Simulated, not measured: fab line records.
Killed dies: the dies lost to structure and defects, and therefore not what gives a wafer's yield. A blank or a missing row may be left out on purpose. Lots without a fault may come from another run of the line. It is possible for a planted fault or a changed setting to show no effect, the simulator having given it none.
Matching of chambers / flow n5Finfet / aldSin-01 running N5_BEOL_M4_ALD_98: 4 sister chambers
The step deposits SiO2, target thk 2.5 nm, pulse time 1 s, co reactant pulse time 1 s. 4 wafers are shown with their chamber, then 8 later ones without.

WAFERS, EACH WITH ITS CHAMBER
wafer=L088.1; chamber=2; heaterPowerW (W)=83
wafer=L088.5; chamber=0; heaterPowerW (W)=67
wafer=L088.6; chamber=1; heaterPowerW (W)=82
wafer=L090.2; chamber=3; heaterPowerW (W)=78

WAFERS WITHOUT THEIR CHAMBER
wafer=L090.4; heaterPowerW (W)=81
wafer=L090.5; heaterPowerW (W)=83
wafer=L095.4; heaterPowerW (W)=66
wafer=L095.5; heaterPowerW (W)=67
wafer=L095.6; heaterPowerW (W)=78
wafer=L097.1; heaterPowerW (W)=77
wafer=L097.4; heaterPowerW (W)=83
wafer=L097.5; heaterPowerW (W)=81

EACH ONE'S CHAMBER
wafer=L090.4; from the rows above=can't be placed: 1 or 2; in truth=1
wafer=L090.5; from the rows above=can't be placed: 2 or 1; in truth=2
wafer=L095.4; from the rows above=0; in truth=0
wafer=L095.5; from the rows above=0; in truth=0
wafer=L095.6; from the rows above=3; in truth=3
wafer=L097.1; from the rows above=3; in truth=3
wafer=L097.4; from the rows above=can't be placed: 2 or 1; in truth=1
wafer=L097.5; from the rows above=can't be placed: 1 or 2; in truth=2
Correct placement for 4 of the 8. These rows do not allow placing 4 (true chamber among the candidates in 4). 0 placed wrongly.
How it was worked out, from the rows above alone: a wafer's distance from a chamber is the root of the sum, over the readings, of the square of ((its reading less the chamber's mean) divided by the reading's scatter). If the next closest chamber is less than 2 further off than the closest, the wafer can't be placed; otherwise it belongs to the closest. For every chamber, the mean is computed from those of its wafers that are shown. The scatter (one wafer shown for each chamber): square how far every hidden wafer sits from the nearest shown wafer, average those squares and take the square root.
